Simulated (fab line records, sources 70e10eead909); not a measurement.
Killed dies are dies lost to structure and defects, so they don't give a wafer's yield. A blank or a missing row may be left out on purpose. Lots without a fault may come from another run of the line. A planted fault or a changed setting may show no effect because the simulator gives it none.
Which tool did it? | flow nand_harc | 6 lots, 16 wafers sampled, at 5 steps of a route of 1302

WHAT THE GAUGES READ, wafer by wafer
NHARC_END_SORT_01.
lot  | measured     | on        | killed_at_array
L327 | day 29 22:58 | prober-02 | 62 651
L331 | day 31 14:22 | prober-02 | 55 658

WHICH TOOL RAN EACH LOT (tool, then ch and the chambers of the sampled wafers, then the start)
lot  | NHARC_A_STAIRCASE_ETCH_15                     | NHARC_A_STAIRCASE_TRIM_22          | NHARC_A_STAIRCASE_ETCH_25                   | NHARC_A_STAIRCASE_TRIM_26
L316 | rie_diel-04 ch 0,1, day 16 21:44 or earlier   | rie_diel-04 ch 0,3, day 16 21:44   | rie_diel-04 ch 0,1,2, no start              | rie_diel-04 ch 0,1,3, no start
L321 | rie_diel-04 ch 1,2,3, day 18 14:35 or earlier | rie_diel-09 ch 0,1, day 18 14:35   | rie_diel-09 ch 1,3, no start                | rie_diel-09 ch 1,2,3, no start
L327 | rie_diel-01 ch 0,3, day 21 19:09 or earlier   | rie_diel-01 ch 1,3, day 21 19:09   | rie_diel-01 ch 0,3, day 29 22:58 or earlier | rie_diel-01 ch 0,1, day 29 22:58 or earlier
L331 | rie_diel-01 ch 2,3, day 22 23:34 or earlier   | rie_diel-01 ch 0,2, day 22 23:34   | rie_diel-01 ch 2,3, day 31 14:22 or earlier | rie_diel-01 ch 0,1, day 31 14:22 or earlier
L335 | rie_diel-09 ch 1,2,3, day 24 12:17 or earlier | rie_diel-09 ch 0,1,2, day 24 12:17 | rie_diel-09 ch 0,2, no start                | rie_diel-09 ch 1,3, no start
L337 | rie_diel-04 ch 0,1,3, day 25 09:49 or earlier | rie_diel-04 ch 1,2,3, day 25 09:49 | rie_diel-04 ch 0,2,3, no start              | rie_diel-04 ch 0,1,2, no start
- NHARC_A_STAIRCASE_ETCH_15: etches the open film in C4F8/O2, target depth 100 nm, time 40.5 s.
- NHARC_A_STAIRCASE_TRIM_22: chemistry O2, time 211.2 s.
- NHARC_A_STAIRCASE_ETCH_25: etches the open film in C4F8/O2, target depth 100 nm, time 40.5 s.
- NHARC_A_STAIRCASE_TRIM_26: chemistry O2, time 211.2 s.

THE ANSWER, worked out from the rows above alone
Rule: what is usual is taken from the lots themselves. Put in order of their means at a reading, lots are off if they are a third of the lots or fewer, leave a main group of 4 or more, and stand apart from it by a gap of 3 or more times the standard deviation of the main group's means; of several such gaps the widest counts. A main group whose means are all the same, to the digits that the tables above print for the reading, isn't used. A lot without any number at a reading at which 4 lots or more have one is off too. The other lots that the step has rows for count as sound.
No lot is off at any reading shown: from this, nothing can be told.

WHAT THE SIMULATOR HAD PUT IN
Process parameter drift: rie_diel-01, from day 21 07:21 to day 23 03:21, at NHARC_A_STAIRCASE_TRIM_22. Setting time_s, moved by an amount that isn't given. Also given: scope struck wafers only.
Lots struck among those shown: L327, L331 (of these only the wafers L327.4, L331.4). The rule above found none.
